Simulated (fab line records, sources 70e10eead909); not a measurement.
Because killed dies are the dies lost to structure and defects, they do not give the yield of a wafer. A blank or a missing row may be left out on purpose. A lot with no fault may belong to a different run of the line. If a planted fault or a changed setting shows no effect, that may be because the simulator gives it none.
Code-filled problem report in 8D (eight disciplines) form -- flow nand harc -- the parts of the form that need people (team, actions taken, sign-off) are left out

1. WHAT IS WRONG
Mean of time to endpoint s at NHARC_P_M0_CMP_23: 12.7 s across 2 wafers in 2 lots; on wafers with no fault it is 28.5 s (standard deviation 2.9). That is -5.4 standard deviations from the usual mean.
The step: polishes, t overpolish 20 s, target thk 117.53 nm.
First observed at day 9 01:14: wafer L888.1, on cmp-01. Wafers with a number at this step in the record: 37, from 13 lots. Rule for "out", or "out of limits": more than 4 standard deviations from the usual mean. All remaining wafers that have a number are taken as sound.

2. WHAT IT IS AND WHAT IT IS NOT
question,is,is not
which readings at this step,time to endpoint s,motor current A
which lots,"L887, L888","L876, L877, L879, L880, L882, L891, L892, L893, L894, L896, L898"
which wafers of those lots,"L887.1, L888.1","L887.3, L888.4"
read on which tools,cmp-01,"cmp-03, cmp-04"
when,from day 9 01:14,"up to then (16 sound wafers); but 19 sound wafers of L887, L891, L892, L893, L894, L896, L898 came after"

3. THE SUSPECTS, EACH WITH WHAT RULES IT OUT
Counting: if a tool at a process step up to the reading ran every lot that is out, it stays a suspect. Sound lots after the first of them don't rule it out here, since some wafers of a struck lot are sound.
- ecd cu-02 at NHARC_P_M0_ECD_22 (material Cu, target thk 400 nm): kept. Every lot that is out went through it, the first being L888 (day 9 00:34); the last sound lot it ran before that was L882 (day 7 15:37).
- cmp-01 at NHARC_P_M0_CMP_23 (polishes, t overpolish 20 s, target thk 117.53 nm): kept. Every lot that is out went through it, the first being L888 (day 9 01:14); the last sound lot it ran before that was L876 (day 6 06:05). Out on those wafers are its own readings of time to endpoint s.
After counting, ecd cu-02 at NHARC_P_M0_ECD_22 and cmp-01 at NHARC_P_M0_CMP_23 remain.

4. THE CAUSE (what the simulator had put in)
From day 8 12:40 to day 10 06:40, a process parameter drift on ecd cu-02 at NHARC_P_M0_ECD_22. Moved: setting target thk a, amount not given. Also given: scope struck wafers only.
After counting, 2 suspects remain, this tool included.

5. THE EFFECT CHAIN, in route order
Rows list readings where the struck wafers' mean (over those with a number) sits beyond 3 standard deviations from the usual. Readings are gone through only where the record gives a usual standard deviation; hours: the median, over the lots, of the time from a lot's start at the first step in this table giving one to that lot's start at this step; sigmas: the change measured in usual standard deviations.
hours,step,reading,usual,on struck wafers,change,sigmas
0,NHARC_P_M0_CMP_23,time to endpoint s,28.5 s,12.7,-15.8,-5.4
It contains these process steps:
- NHARC_P_M0_CMP_23: polishes, t overpolish 20 s, target thk 117.53 nm.
Later steps that measure or inspect, where all struck wafers having a row at the step show a number for every such reading and not one has moved that far: NHARC_P_M1_CD_MEAS_09, NHARC_END_SORT_01.

6. HOW IT WOULD HAVE BEEN CAUGHT EARLIER
13 hours passed between the start of the fault at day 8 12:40 and the first reading out of limits in this record, taken at day 9 01:14.
No tool reading at NHARC_P_M0_ECD_22 that has a usual standard deviation in the record was out on any struck wafer, so an alarm limit of 4 standard deviations on those readings would not have fired.
Lots out: 2; of these, L887 started NHARC_P_M0_ECD_22 on ecd cu-02 after day 9 01:14. A tool hold placed at that time would have kept it from harm.
